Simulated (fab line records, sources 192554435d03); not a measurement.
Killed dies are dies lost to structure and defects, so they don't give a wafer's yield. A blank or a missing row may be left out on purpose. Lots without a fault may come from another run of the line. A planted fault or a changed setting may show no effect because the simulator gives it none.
fab line records | flow n5_finfet | part 1 of 2: steps 1 to 4 of 6
record lots=21 wafers=63 last_day=19
route steps=1938 shown PMOS_HMC_CHANNEL_EPI@89 FIN_SAQP@115
lots that met no fault: from a run of the same line without faults
start_h: hours from the record's first day to the start of the lot's first wafer shown | wait_h: hours since the lot's step before | " the same as in the row above | L1.1+2: a row that stands for several wafers | - no value, or no start given | * or withheld: withheld | < > ~ a bound
route shown NAME@n: a module of which the file shows steps, and the number in the route of the first | usual: mean/standard deviation of fault-free wafers | same: alike in all rows | chamber/n: place in a boat | sites: the reading at each site | _std_site: their standard deviation | _edge_site: outer sites' mean less inner sites' | radius_mm: how far each site lies from the wafer's centre | mask NAME#n: copy n | behind: the tool/chamber that last shaped the wafer | hold: why the lot was held/for how many hours/how that ended | device: the transistor (n, p or np) that didn't switch | end of line: the same wafers' tests at the end of the route | a step without rows: its recipe alone | killed: dies lost to structure and defects at the first sort, not the wafer's yield | map: a wafer's dies, x killed, . not, _ none there
set.NAME: the setting as run; set.NAME@STEP: as run at that earlier step | model.NAME: the simulator's own value behind a step, which no gauge read
steps of the route over a sample of lots; a table a step, a row a wafer
services: from which hour (start_h, from the record's first day; less than 0 if before it) a tool's chamber was out of use, for how many hours, and why
## steps
# step N5_PMOS_HMC_CHANNEL_EPI_INSPECT_30
# recipe inspect_instrument=darkfield mode=post_epi
# usual raw_defect_count=19/6.8
# columns lot.wafer tool chamber start_h wait_h raw_defect_count
L074.2 defect_inspect-01 - 20.77 0.0 10
L074.4 " - " " 17
L074.6 " - " " 17
L075.2 defect_inspect-02 - 26.62 0.0 28
L075.5 " - " " 22
L075.6 " - " " 13
L076.2 defect_inspect-02 - 32.50 0.0 16
L076.3 " - " " 10
L076.4 " - " " 15
L077.2 defect_inspect-01 - 38.28 0.0 9
L077.4 " - " " 14
L077.5 " - " " 18
L078.1 defect_inspect-02 - 44.29 0.0 17
L078.2 " - " " 46
L078.6 " - " " 9
L079.2 defect_inspect-02 - 50.10 0.0 14
L079.3 " - " " 20
L079.4 " - " " 19
L080.1 defect_inspect-02 - 55.85 0.0 23
L080.3 " - " " 19
L080.4 " - " " 16
L081.3 defect_inspect-01 - 62.36 0.0 24
L081.5 " - " " 20
L081.6 " - " " 25
L082.1 defect_inspect-01 - 68.68 0.0 26
L082.3 " - " " 33
L082.5 " - " " 20
L084.2 defect_inspect-01 - 81.00 0.0 16
L084.5 " - " " 11
L084.6 " - " " 10
L085.1 defect_inspect-02 - 86.19 0.0 17
L085.3 " - " " 20
L085.6 " - " " 23
L086.1 defect_inspect-02 - 91.78 0.0 17
L086.5 " - " " 22
L086.6 " - " " 16
L087.1 defect_inspect-01 - 98.51 0.0 8
L087.2 " - " " 16
L087.5 " - " " 10
L088.1 defect_inspect-01 - 104.92 0.0 21
L088.2 " - " " 23
L088.4 " - " " 15
L089.3 defect_inspect-01 - 110.94 0.0 15
L089.4 " - " " 23
L089.6 " - " " 16
L091.3 defect_inspect-01 - 123.58 0.0 16
L091.5 " - " " 17
L091.6 " - " " 16
L093.3 defect_inspect-02 - 133.98 0.0 26
L093.4 " - " " 16
L093.6 " - " " 10
L094.1 defect_inspect-01 - 140.74 0.0 21
L094.4 " - " " 25
L094.5 " - " " 24
L095.3 defect_inspect-01 - 145.86 0.0 16
L095.5 " - " " 21
L095.6 " - " " 20
L096.1 defect_inspect-02 - 151.75 0.0 17
L096.5 " - " " 15
L096.6 " - " " 17
L097.4 defect_inspect-02 - 159.01 0.0 16
L097.5 " - " " 18
L097.6 " - " " 28
# step N5_FIN_SAQP_ETCH_51
# recipe chemistry=CF4 target=SiARC target_depth_a=455 mask_material=CAR-ArF time_s=75.8 ion_energy_ev=80 pressure_mtorr=40 source_w=545 bias_w=36 Ar_flow_sccm=100 cf4_flow_sccm=100 ends=cleared
# usual cf4_flow_sccm=100.0/0.34 drypump_motor_current_A=5.6/0.46 etch_rf_on_time_s=76.2/1.8 oes_product_au=0.70/0.07 rf_vpp_V=184.1/0.97 showerhead_plenum_p_Torr=2.14/0.051 throttle_valve_pct=15.55/0.21
# columns lot.wafer tool chamber start_h wait_h cf4_flow_sccm drypump_motor_current_A etch_rf_on_time_s oes_product_au rf_hours_counter_h rf_vpp_V showerhead_plenum_p_Torr throttle_valve_pct
L074.2 rie_diel-06 3 22.37 0.0 100.2 5.6 77.9 0.63 177 183.0 2.13 15.64
L074.4 " 1 " " 99.9 5.3 75.1 0.63 154 182.8 2.05 15.56
L074.6 " 2 " " 99.9 4.6 75.4 0.77 - 183.5 2.18 15.62
L075.2 rie_diel-01 1 28.10 0.0 100.2 6.0 76.4 0.76 22 184.0 2.17 15.23
L075.5 " 1 " " 100.7 6.0 76.4 0.76 - 184.4 2.17 15.22
L075.6 " 3 " " 99.9 6.0 76.5 0.72 - 185.9 2.18 15.82
L076.2 rie_diel-01 1 33.96 0.0 99.7 6.0 75.1 0.76 24 184.1 2.17 15.24
L076.3 " 3 " " 99.8 6.0 75.8 0.72 51 185.6 2.18 15.84
L076.4 " 1 " " 100.1 6.0 75.3 0.77 - 184.1 2.17 15.26
L077.2 rie_diel-06 2 40.30 0.0 100.0 4.6 75.0 0.76 38 185.2 2.18 15.65
L077.4 " 3 " " 100.2 5.6 77.8 0.63 183 184.0 2.13 15.64
L077.5 " 0 " " 99.8 5.4 77.2 0.78 - 184.5 2.20 15.23
L078.1 rie_diel-06 0 45.90 0.0 99.9 5.5 77.0 0.78 17 185.6 2.20 15.23
L078.2 " 3 " " 100.6 5.6 78.6 0.62 185 183.6 2.13 15.64
L078.6 " 0 " " 99.8 5.5 77.9 0.78 - 184.5 2.20 15.24
L079.2 rie_diel-01 2 51.83 0.0 99.7 5.4 78.7 0.79 4 182.5 2.10 15.43
L079.3 " 0 " " 100.5 5.8 73.2 0.61 233 184.9 2.20 15.64
L079.4 " 3 " " 100.2 6.0 75.7 0.72 58 184.3 2.18 15.82
L080.1 rie_diel-06 3 57.44 0.0 99.6 5.6 78.8 0.62 188 184.1 2.12 15.65
L080.3 " 0 " " 99.5 5.5 78.7 0.77 20 185.0 2.20 15.25
L080.4 " 1 " " 100.4 5.3 76.0 0.63 165 184.0 2.05 15.59
L081.3 rie_diel-01 1 63.98 0.0 99.7 6.0 75.2 0.75 34 184.9 2.17 15.26
L081.5 " 2 " " 99.5 5.4 78.3 0.79 - 181.6 2.10 15.45
L081.6 " 3 " " 100.0 6.0 74.4 0.72 - 184.5 2.18 15.86
L082.1 rie_diel-06 3 70.98 0.0 99.9 5.6 78.2 0.62 193 183.3 2.12 15.67
L082.3 " 1 " " 100.0 5.3 75.0 0.64 169 183.1 2.05 15.60
L082.5 " 2 " " 99.6 4.6 75.0 0.74 - 183.5 2.17 15.67
L084.2 rie_diel-05 0 82.45 0.0 99.4 5.6 75.1 0.63 192 183.6 2.13 15.69
L084.5 " 0 " " 99.7 5.7 74.7 0.64 - 183.9 2.13 15.69
L084.6 " 3 " " 100.2 6.6 75.8 0.59 - 184.9 2.11 15.55
L085.1 rie_diel-05 3 87.64 0.0 99.4 6.6 77.1 0.57 234 185.1 2.11 15.55
L085.3 " 2 " " 100.7 6.1 77.3 0.58 230 186.0 2.20 15.62
L085.6 " 0 " " 100.0 5.7 75.5 0.62 - 182.5 2.13 15.69
L086.1 rie_diel-01 1 93.42 0.0 100.9 6.0 75.4 0.73 44 185.2 2.17 15.28
L086.5 " 1 " " 100.6 6.0 75.5 0.73 - 182.8 2.17 15.27
L086.6 " 2 " " 99.8 5.4 79.1 0.76 - 184.3 2.09 15.48
L087.1 rie_diel-06 3 100.70 0.0 100.1 5.6 78.6 0.62 205 183.1 2.12 15.69
L087.2 " 0 " " 100.5 5.5 77.9 0.75 35 185.1 2.20 15.28
L087.5 " 2 " " 100.2 4.6 75.1 0.73 - 185.0 2.17 15.68
L088.1 rie_diel-01 1 106.51 0.0 100.3 6.0 76.3 0.72 50 183.2 2.16 15.29
L088.2 " 2 " " 99.7 5.4 78.9 0.75 23 183.9 2.09 15.49
L088.4 " 1 " " 99.5 6.0 76.2 0.72 - 183.8 2.16 15.30
L089.3 rie_diel-01 3 112.49 0.0 100.4 6.0 74.4 0.70 81 183.7 2.17 15.88
L089.4 " 3 " " 100.3 6.0 74.6 0.70 - 182.4 2.17 15.87
L089.6 " 1 " " 99.6 6.0 75.0 0.72 - 185.3 2.16 15.30
L091.3 rie_diel-01 0 125.28 0.0 100.3 5.8 72.4 0.88 1 184.3 2.20 15.16
L091.5 " 2 " " 100.1 5.4 79.9 0.74 - 183.3 2.09 15.47
L091.6 " 3 " " 100.8 6.0 75.9 0.69 - 184.5 2.17 15.87
L093.3 rie_diel-06 2 135.64 0.0 100.2 4.6 76.2 0.72 72 183.8 2.16 15.70
L093.4 " 0 " " 99.7 5.4 79.0 0.71 49 183.5 2.19 15.31
L093.6 " 3 " " 100.1 5.6 78.5 0.60 - 183.6 2.11 15.72
L094.1 rie_diel-01 1 142.34 0.0 100.2 5.9 75.0 0.71 65 184.6 2.16 15.33
L094.4 " 2 " " 99.9 5.4 78.1 0.73 38 183.0 2.09 15.51
L094.5 " 0 " " 100.2 5.8 71.4 0.85 - 185.9 2.19 15.17
L095.3 rie_diel-01 2 147.35 0.0 99.3 5.4 78.8 0.73 40 183.2 2.09 15.51
L095.5 " 3 " " 99.7 6.0 75.1 0.69 - 184.0 2.17 15.91
L095.6 " 2 " " 100.0 5.4 78.6 0.73 - 184.4 2.09 15.52
L096.1 rie_diel-01 1 153.67 0.0 100.1 5.9 76.4 0.70 69 184.9 2.16 15.33
L096.5 " 0 " " 100.3 5.8 72.0 0.84 - 184.4 2.19 15.17
L096.6 " 3 " " 100.0 6.0 75.2 0.68 - 183.6 2.17 15.90
L097.4 rie_diel-06 1 160.47 0.0 100.2 5.3 75.5 0.62 201 184.5 2.04 15.65
L097.5 " 0 " " 99.8 5.4 78.7 0.72 - 186.0 2.19 15.33
L097.6 " 1 " " 100.1 5.3 75.9 0.61 - 183.6 2.04 15.66
# step N5_FIN_SAQP_MANDREL1_REMOVE_56
# recipe chemistry=HBr/Cl2/O2 bt_time_s=10 target=a-Si stop_on=SiNx endpoint=OES-SiCl over_etch_frac=1 icp_w=600 bias_w=22 HBr_flow_sccm=150 Cl2_flow_sccm=80 O2_flow_sccm=5 pressure_mtorr=10
# usual drypump_motor_current_A=5.5/0.42 oes_product_au=1.001/0.021 throttle_valve_pct=36.7/0.38
# columns lot.wafer tool chamber start_h wait_h drypump_motor_current_A oes_product_au rf_hours_counter_h throttle_valve_pct
L074.2 rie_si-02 3 24.23 0.1 5.4 0.980 95 36.4
L074.4 " 0 " " 5.6 0.998 7 36.9
L074.6 " 0 " " 5.6 1.013 - 36.9
L075.2 rie_si-02 1 30.19 0.1 5.4 1.005 31 36.0
L075.5 " 2 " " 4.7 1.018 - 36.5
L075.6 " 1 " " 5.4 1.004 - 36.0
L076.2 rie_si-02 1 36.89 0.1 5.4 0.995 31 36.0
L076.3 " 0 " " 5.6 1.007 7 36.9
L076.4 " 2 " " 4.7 1.022 115 36.5
L077.2 rie_si-03 0 42.26 0.1 5.6 1.016 124 36.8
L077.4 " 3 " " 6.1 1.035 62 37.1
L077.5 " 1 " " 6.1 0.958 - 36.8
L078.1 rie_si-03 3 47.76 0.1 6.1 1.039 62 37.1
L078.2 " 2 " " 5.0 1.001 145 37.3
L078.6 " 2 " " 5.0 1.002 - 37.4
L079.2 rie_si-02 0 54.04 0.1 5.6 1.014 8 36.9
L079.3 " 1 " " 5.4 1.013 31 36.0
L079.4 " 2 " " 4.7 1.029 116 36.5
L080.1 rie_si-03 3 59.51 0.1 6.1 1.040 63 37.1
L080.3 " 0 " " 5.6 1.036 124 36.8
L080.4 " 2 " " 5.0 1.003 146 37.3
L081.3 rie_si-02 0 66.83 0.1 5.6 1.005 8 36.9
L081.5 " 1 " " 5.4 1.000 - 36.0
L081.6 " 2 " " 4.7 1.019 - 36.5
L082.1 rie_si-02 3 72.97 0.1 5.5 0.982 96 36.4
L082.3 " 0 " " 5.6 1.002 8 36.9
L082.5 " 1 " " 5.4 0.997 - 36.0
L084.2 rie_si-06 2 84.70 0.1 5.8 1.009 46 36.9
L084.5 " 1 " " 5.6 0.992 - 36.8
L084.6 " 0 " " 5.7 0.980 - 37.2
L085.1 rie_si-06 2 90.24 0.1 5.8 0.998 46 36.9
L085.3 " 3 " " 5.4 1.002 84 36.7
L085.6 " 3 " " 5.3 0.998 - 36.7
L086.1 rie_si-02 3 97.36 0.1 5.4 0.981 96 36.4
L086.5 " 3 " " 5.4 0.987 - 36.4
L086.6 " 0 " " 5.6 0.999 - 36.9
L087.1 rie_si-03 0 102.57 0.1 5.5 1.020 125 36.8
L087.2 " 2 " " 5.0 1.006 146 37.3
L087.5 " 1 " " 6.1 0.974 - 36.8
L088.1 rie_si-03 1 108.64 0.1 6.1 0.955 7 36.8
L088.2 " 0 " " 5.6 1.022 125 36.8
L088.4 " 0 " " 5.6 1.027 - 36.8
L089.3 rie_si-03 3 114.37 0.1 6.1 1.035 64 37.1
L089.4 " 3 " " 6.1 1.034 - 37.1
L089.6 " 0 " " 5.6 1.030 - 36.8
L091.3 rie_si-06 2 127.19 0.1 5.8 0.993 47 36.9
L091.5 " 1 " " 5.6 0.981 - 36.8
L091.6 " 0 " " 5.7 0.989 - 37.2
L093.3 rie_si-03 2 137.72 0.1 5.0 0.998 147 37.4
L093.4 " 0 " " 5.6 1.018 126 36.8
L093.6 " 3 " " 6.1 1.036 - 37.1
L094.1 rie_si-02 0 144.20 0.1 5.6 1.003 9 36.9
L094.4 " 1 " " 5.4 1.004 33 36.0
L094.5 " 3 " " 5.4 0.983 - 36.4
L095.3 rie_si-02 1 150.15 0.1 5.4 0.981 33 36.0
L095.5 " 1 " " 5.4 1.000 - 36.0
L095.6 " 0 " " 5.6 1.003 - 36.9
L096.1 rie_si-03 2 155.57 0.1 5.0 0.995 147 37.4
L096.5 " 2 " " 5.0 0.998 - 37.4
L096.6 " 3 " " 6.1 1.023 - 37.1
L097.4 rie_si-06 1 162.35 0.1 5.6 1.001 103 36.8
L097.5 " 3 " " 5.4 1.010 - 36.7
L097.6 " 0 " " 5.7 0.992 - 37.2
# step N5_FIN_SAQP_SPACER2_ETCHBACK_29
# recipe chemistry=CHF3/O2 mode=anisotropic_etchback target=SiO2 target_depth_a=122 time_s=6.1 pressure_mtorr=30 source_w=650 bias_w=170 Ar_flow_sccm=200 CHF3_flow_sccm=50 O2_flow_sccm=5 ion_energy_ev=200
# usual drypump_motor_current_A=5.6/0.45 oes_product_au=0.80/0.087 rf_vpp_V=524/9.6 showerhead_plenum_p_Torr=2.41/0.056 throttle_valve_pct=18.85/0.21
# columns lot.wafer tool chamber start_h wait_h drypump_motor_current_A oes_product_au rf_hours_counter_h rf_vpp_V showerhead_plenum_p_Torr throttle_valve_pct
L074.2 rie_diel-06 3 25.73 0.2 5.6 0.74 178 513 2.39 18.85
L074.4 " 2 " " 4.6 0.90 33 536 2.44 18.94
L074.6 " 3 " " 5.6 0.73 - 512 2.39 18.85
L075.2 rie_diel-06 1 31.65 0.2 5.3 0.75 157 515 2.31 18.86
L075.5 " 2 " " 4.6 0.89 - 537 2.44 18.93
L075.6 " 3 " " 5.6 0.73 - 514 2.39 18.86
L076.2 rie_diel-01 3 38.54 0.2 6.0 0.85 53 529 2.45 19.14
L076.3 " 0 " " 5.8 0.70 228 520 2.47 18.80
L076.4 " 1 " " 6.0 0.89 - 537 2.44 18.51
L077.2 rie_diel-01 1 44.01 0.2 6.0 0.89 29 536 2.44 18.51
L077.4 " 2 " " 5.4 0.95 2 513 2.37 18.82
L077.5 " 3 " " 6.0 0.85 - 531 2.45 19.13
L078.1 rie_diel-06 2 49.94 0.2 4.6 0.88 40 538 2.44 18.94
L078.2 " 0 " " 5.5 0.92 18 525 2.47 18.49
L078.6 " 1 " " 5.3 0.74 - 512 2.31 18.87
L079.2 rie_diel-05 0 55.50 0.2 5.7 0.75 184 514 2.40 18.95
L079.3 " 2 " " 6.1 0.68 219 523 2.49 18.86
L079.4 " 1 " " 5.8 0.72 177 531 2.31 19.12
L080.1 rie_diel-06 1 60.98 0.2 5.3 0.75 166 511 2.31 18.86
L080.3 " 2 " " 4.6 0.89 44 537 2.44 18.95
L080.4 " 0 " " 5.4 0.92 21 525 2.46 18.50
L081.3 rie_diel-06 1 69.15 0.2 5.3 0.74 169 514 2.31 18.91
L081.5 " 0 " " 5.5 0.91 - 525 2.46 18.51
L081.6 " 3 " " 5.6 0.73 - 513 2.38 18.86
L082.1 rie_diel-05 3 74.67 0.2 6.6 0.69 229 537 2.38 18.80
L082.3 " 2 " " 6.1 0.68 227 525 2.48 18.89
L082.5 " 2 " " 6.1 0.68 - 523 2.48 18.87
L084.2 rie_diel-06 0 86.36 0.3 5.4 0.89 30 525 2.46 18.51
L084.5 " 2 " " 4.6 0.86 - 538 2.44 18.97
L084.6 " 1 " " 5.3 0.73 - 512 2.30 18.88
L085.1 rie_diel-06 1 91.70 0.2 5.3 0.73 176 513 2.30 18.89
L085.3 " 2 " " 4.6 0.86 56 538 2.44 18.98
L085.6 " 3 " " 5.6 0.72 - 512 2.38 18.89
L086.1 rie_diel-01 2 99.73 0.5 5.4 0.90 20 513 2.36 18.88
L086.5 " 3 " " 6.0 0.83 - 530 2.44 19.17
L086.6 " 0 " " 5.8 0.70 - 519 2.46 18.87
L087.1 rie_diel-01 1 104.06 0.2 6.0 0.86 49 536 2.43 18.54
L087.2 " 2 " " 5.4 0.88 22 514 2.36 18.86
L087.5 " 3 " " 6.0 0.82 - 530 2.44 19.16
L088.1 rie_diel-01 2 110.48 0.2 5.4 0.88 25 512 2.36 18.86
L088.2 " 1 " " 5.9 0.85 52 537 2.43 18.55
L088.4 " 1 " " 6.0 0.85 - 536 2.43 18.56
L089.3 rie_diel-06 3 116.07 0.3 5.6 0.71 211 513 2.38 18.89
L089.4 " 1 " " 5.3 0.72 186 513 2.30 18.90
L089.6 " 0 " " 5.4 0.87 - 526 2.46 18.53
L091.3 rie_diel-01 1 128.72 0.2 6.0 0.85 60 537 2.43 18.55
L091.5 " 1 " " 6.0 0.84 - 535 2.43 18.55
L091.6 " 0 " " 5.8 1.01 - 519 2.46 18.38
L093.3 rie_diel-06 1 139.24 0.2 5.3 0.73 194 513 2.30 18.93
L093.4 " 0 " " 5.4 0.85 50 525 2.45 18.56
L093.6 " 0 " " 5.4 0.86 - 524 2.45 18.54
L094.1 rie_diel-05 1 145.66 0.2 5.8 0.70 202 531 2.30 19.16
L094.4 " 0 " " 5.7 0.72 - 515 2.39 19.00
L094.5 " 2 " " 6.1 0.66 - 523 2.47 18.91
L095.3 rie_diel-06 2 151.77 0.3 4.6 0.83 78 536 2.43 19.01
L095.5 " 1 " " 5.3 0.72 - 514 2.29 18.92
L095.6 " 2 " " 4.6 0.83 - 538 2.43 19.00
L096.1 rie_diel-01 0 157.95 0.2 5.8 0.97 14 518 2.45 18.42
L096.5 " 0 " " 5.8 0.96 - 519 2.45 18.40
L096.6 " 1 " " 6.0 0.82 - 536 2.42 18.58
L097.4 rie_diel-06 2 164.14 0.2 4.6 0.83 82 537 2.43 18.99
L097.5 " 2 " " 4.6 0.84 - 537 2.43 19.02
L097.6 " 1 " " 5.3 0.72 - 510 2.29 18.94
